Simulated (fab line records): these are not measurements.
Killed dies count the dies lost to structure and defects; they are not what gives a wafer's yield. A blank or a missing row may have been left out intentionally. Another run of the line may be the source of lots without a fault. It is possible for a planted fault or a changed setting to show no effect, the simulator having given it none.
Which tool did it? + flow nandHarc + 13 lots with 39 wafers sampled at 5 steps, on a route of 1159 steps

== WHAT THE GAUGES SHOWED, per wafer ==
NHARC_END_SORT_01.
| lot  | measured     | on        | killedAtArray | killedAtOther | killedAtPeriphery | killedDies  | killedOpen | killedShort |
|------|--------------|-----------|---------------|---------------|-------------------|-------------|------------|-------------|
| L654 | day 19 07:11 | prober-02 | 12 11 18      | 0 0 0         | 3 3 1             | 15 14 19    | 3 1 10     | 2 2 2       |
| L656 | day 19 20:32 | prober-02 | 7 12 16       | 0 1 0         | 0 3 1             | 7 16 17     | 3 2 8      | 1 3 4       |
| L658 | day 20 08:04 | prober-02 | 28 30 35      | 1 0 1         | 2 3 2             | 31 33 38    | 4 2 2      | 0 1 0       |
| L662 | day 21 11:19 | prober-02 | 23 27 19      | 0 0 0         | 654 650 658       | 677 677 677 | 1 4 3      | 6 2 1       |
| L663 | day 21 11:18 | prober-01 | 22 21 29      | 0 5 0         | 655 651 648       | 677 677 677 | 2 5 3      | 2 1 3       |
| L665 | day 22 08:18 | prober-01 | 15 23 23      | 1 0 1         | 661 654 653       | 677 677 677 | 4 3 7      | 1 0 3       |
| L670 | day 23 22:07 | prober-01 | 30 30 28      | 0 1 0         | 0 0 2             | 30 31 30    | 3 4 2      | 3 2 2       |
| L671 | day 24 05:56 | prober-01 | 32 32 30      | 1 0 1         | 4 4 2             | 37 36 33    | 2 4 6      | 5 2 0       |
| L672 | day 23 13:57 | prober-02 | 34 31 25      | 0 0 0         | 4 5 1             | 38 36 26    | 5 9 5      | 0 5 1       |
| L673 | day 23 22:06 | prober-02 | 31 26 28      | 1 0 5         | 3 2 4             | 35 28 37    | 4 2 5      | 4 0 2       |
| L674 | day 24 06:40 | prober-02 | 9 14 11       | 0 0 0         | 2 3 2             | 11 17 13    | 3 0 3      | 1 5 0       |
| L675 | day 24 23:58 | prober-01 | 21 27 18      | 1 1 2         | 6 9 5             | 28 37 25    | 3 4 0      | 3 1 3       |
| L677 | day 25 06:12 | prober-01 | 52 36 44      | 0 0 0         | 2 1 3             | 54 37 47    | 1 0 5      | 1 1 3       |

== WHICH TOOL RAN EACH LOT (tool, then ch and the chambers of the sampled wafers, then the start) ==
| lot  | NHARC_P_GATE_DESCUM_61            | NHARC_P_GATE_STRIP_76               | NHARC_P_GATE_DEGAS_109      | NHARC_P_CONTACT_CMP_01        |
|------|-----------------------------------|-------------------------------------|-----------------------------|-------------------------------|
| L654 | rieDiel-03 ch 0,2,3, day 5 08:26  | plasmaAsher-02 ch 0,1, day 5 09:02  | pvdSputter-02, day 5 12:17  | cmp-01 ch 1,2,3, day 5 14:19  |
| L656 | rieDiel-02 ch 1,2,3, day 5 14:13  | plasmaAsher-02 ch 0,1, day 5 14:50  | pvdSputter-01, day 5 17:46  | cmp-04 ch 0,1,2, day 5 19:39  |
| L658 | rieDiel-02 ch 0,1,3, day 6 09:02  | plasmaAsher-01 ch 0, day 6 09:40    | pvdSputter-03, day 6 12:58  | cmp-01 ch 0,2, day 6 14:42    |
| L662 | rieDiel-02 ch 0,1, day 7 06:07    | plasmaAsher-01 ch 0,1, day 7 06:48  | pvdSputter-03, day 7 09:47  | cmp-02 ch 0,2,3, day 7 11:44  |
| L663 | rieDiel-03 ch 1,2,3, day 7 14:26  | plasmaAsher-02 ch 0,1, day 7 15:03  | pvdSputter-03, day 7 18:07  | cmp-01 ch 0,1,3, day 7 19:55  |
| L665 | rieDiel-03 ch 0,2, day 7 18:41    | plasmaAsher-01 ch 0,1, day 7 19:19  | pvdSputter-03, day 7 22:14  | cmp-02 ch 2,3, day 7 23:58    |
| L670 | rieDiel-02 ch 0,1,3, day 9 07:52  | plasmaAsher-02 ch 1, day 9 08:29    | pvdSputter-02, day 9 19:47  | cmp-04 ch 0,1,2, day 9 21:32  |
| L671 | rieDiel-02 ch 0,2,3, day 9 15:07  | plasmaAsher-02 ch 0,1, day 9 15:44  | pvdSputter-02, day 9 18:41  | cmp-02 ch 1,2,3, day 9 20:44  |
| L672 | rieDiel-02 ch 1,2,3, day 9 19:34  | plasmaAsher-02 ch 0,1, day 9 20:11  | pvdSputter-01, day 9 23:08  | cmp-01 ch 0,1,2, day 10 00:52 |
| L673 | rieDiel-02 ch 2,3, day 9 21:29    | plasmaAsher-01 ch 1, day 9 22:19    | pvdSputter-01, day 10 01:20 | cmp-04 ch 0,1,3, day 10 03:05 |
| L674 | rieDiel-02 ch 0,2,3, day 10 07:08 | plasmaAsher-01 ch 0,1, day 10 07:46 | pvdSputter-03, day 10 10:49 | cmp-04 ch 0,1,3, day 10 12:32 |
| L675 | rieDiel-02 ch 1,2,3, day 10 12:40 | plasmaAsher-02 ch 0,1, day 10 13:17 | pvdSputter-02, day 10 20:45 | cmp-02 ch 0,1, day 10 22:38   |
| L677 | rieDiel-02 ch 0,1,3, day 10 21:16 | plasmaAsher-02 ch 0,1, day 10 21:53 | pvdSputter-02, day 11 00:56 | cmp-04 ch 0,1,3, day 11 03:02 |
- NHARC_P_GATE_DESCUM_61: chemistry O2, time 3 s.
- NHARC_P_GATE_STRIP_76: strips in O2.
- NHARC_P_GATE_DEGAS_109: time 60 s.
- NHARC_P_CONTACT_CMP_01: polishes SiO2, target thk 200 nm.

== AS READ BY THE TOOLS THEMSELVES (means over the sampled wafers that have a number; for cases with no such wafer, the mark the record gives instead) ==
NHARC_P_GATE_DESCUM_61.
| lot  | tool       | drypumpMotorCurrentA (A) | oesProductAu (a.u.) | rfVppV (V) | showerheadPlenumPTorr (Torr) | throttleValvePct (%) |
|------|------------|--------------------------|---------------------|------------|------------------------------|----------------------|
| L654 | rieDiel-03 | 6.0                      | 0.995               | 58.1       | 1.99                         | 11.306               |
| L656 | rieDiel-02 | 5.4                      | 1.001               | 57.7       | 1.89                         | 11.310               |
| L658 | rieDiel-02 | 5.3                      | 1.004               | 58.1       | 1.91                         | 11.315               |
| L662 | rieDiel-02 | 4.9                      | 0.996               | 57.6       | 1.95                         | 11.305               |
| L663 | rieDiel-03 | 5.8                      | 1.002               | 58.2       | 1.97                         | 11.317               |
| L665 | rieDiel-03 | 5.6                      | 1.000               | 58.9       | 2.02                         | 11.307               |
| L670 | rieDiel-02 | 5.2                      | 1.001               | 57.8       | 1.91                         | 11.312               |
| L671 | rieDiel-02 | 5.2                      | 0.993               | 59.0       | 1.91                         | 11.316               |
| L672 | rieDiel-02 | 5.5                      | 1.001               | 57.8       | 1.88                         | 11.307               |
| L673 | rieDiel-02 | 5.5                      | 1.005               | 57.3       | 1.88                         | 11.315               |
| L674 | rieDiel-02 | 5.3                      | 0.998               | 57.5       | 1.91                         | 11.304               |
| L675 | rieDiel-02 | 5.5                      | 1.002               | 57.5       | 1.88                         | 11.306               |
| L677 | rieDiel-02 | 5.2                      | 1.010               | 57.3       | 1.91                         | 11.312               |

NHARC_P_GATE_STRIP_76.
| lot  | tool           | drypumpMotorCurrentA (A) | heaterPowerW (W) |
|------|----------------|--------------------------|------------------|
| L654 | plasmaAsher-02 | 5.83                     | 358              |
| L656 | plasmaAsher-02 | 5.81                     | 358              |
| L658 | plasmaAsher-01 | 5.53                     | 389              |
| L662 | plasmaAsher-01 | 5.96                     | 297              |
| L663 | plasmaAsher-02 | 5.71                     | 342              |
| L665 | plasmaAsher-01 | 5.96                     | 295              |
| L670 | plasmaAsher-02 | 5.61                     | 336              |
| L671 | plasmaAsher-02 | 5.83                     | 344              |
| L672 | plasmaAsher-02 | 5.81                     | 341              |
| L673 | plasmaAsher-01 | 6.18                     | 257              |
| L674 | plasmaAsher-01 | 5.95                     | 301              |
| L675 | plasmaAsher-02 | 5.71                     | 338              |
| L677 | plasmaAsher-02 | 5.70                     | 339              |

NHARC_P_GATE_DEGAS_109.
| lot  | tool          | heaterPowerW (W) | susceptorTempC (C) |
|------|---------------|------------------|--------------------|
| L654 | pvdSputter-02 | 472              | 299.94             |
| L656 | pvdSputter-01 | 441              | 300.08             |
| L658 | pvdSputter-03 | 493              | 300.04             |
| L662 | pvdSputter-03 | 508              | 300.08             |
| L663 | pvdSputter-03 | 505              | 299.95             |
| L665 | pvdSputter-03 | 458              | 300.04             |
| L670 | pvdSputter-02 | 433              | 299.94             |
| L671 | pvdSputter-02 | 510              | 299.76             |
| L672 | pvdSputter-01 | 430              | 300.12             |
| L673 | pvdSputter-01 | 470              | 299.95             |
| L674 | pvdSputter-03 | 504              | 300.11             |
| L675 | pvdSputter-02 | 453              | 299.79             |
| L677 | pvdSputter-02 | 506              | 300.02             |

NHARC_P_CONTACT_CMP_01.
| lot  | tool   | edgeZonePressureFrac | motorCurrentA (A) | padLifeWafers |
|------|--------|----------------------|-------------------|---------------|
| L654 | cmp-01 | 0.996                | 12.8              | 542           |
| L656 | cmp-04 | 0.999                | 10.3              | 37            |
| L658 | cmp-01 | 0.998                | 11.7              | 151           |
| L662 | cmp-02 | -                    | -                 | -             |
| L663 | cmp-01 | -                    | -                 | -             |
| L665 | cmp-02 | -                    | -                 | -             |
| L670 | cmp-04 | 0.996                | 11.1              | 38            |
| L671 | cmp-02 | 1.005                | 12.5              | 434           |
| L672 | cmp-01 | 0.998                | 12.6              | 13            |
| L673 | cmp-04 | 0.998                | 11.4              | 67            |
| L674 | cmp-04 | 0.999                | 11.2              | 133           |
| L675 | cmp-02 | 1.002                | 12.4              | 37            |
| L677 | cmp-04 | 1.004                | 11.0              | 205           |

== THE ANSWER, worked out from the rows above alone ==
Rule: what is usual is taken from the lots themselves. Put in order of their means at a reading, lots are off if they are a third of the lots or fewer, leave a main group of 4 or more, and stand apart from it by a gap of 3 or more times the standard deviation of the main group's means; of several such gaps the widest counts. If all means in a main group match to the digits the tables above print for the reading, that group is not used. Also off: a lot with no number at a reading for which 4 or more lots have one. The other lots that the step has rows for count as sound. First the gauges in route order, then the tools' own readings, where a lot's mean is used as printed above. The first step at which some lot is off is used, and at that step the reading that is off furthest; a lot without a number counts as furthest.
Off at NHARC_END_SORT_01 (killedAtPeriphery): L662, L663, L665. For the main group the mean is 2.7 and the standard deviation 1.5.
If a tool, at a process step before that reading, ran all the lots that are off and no sound lot after the first of them, it fits. The gauges at NHARC_END_SORT_01 aren't tried: what is off there is off at NHARC_P_CONTACT_CMP_01 too, on other tools, and a gauge's error can't cause that. Of those tried, none fits.

== WHAT THE SIMULATOR HAD PUT IN ==
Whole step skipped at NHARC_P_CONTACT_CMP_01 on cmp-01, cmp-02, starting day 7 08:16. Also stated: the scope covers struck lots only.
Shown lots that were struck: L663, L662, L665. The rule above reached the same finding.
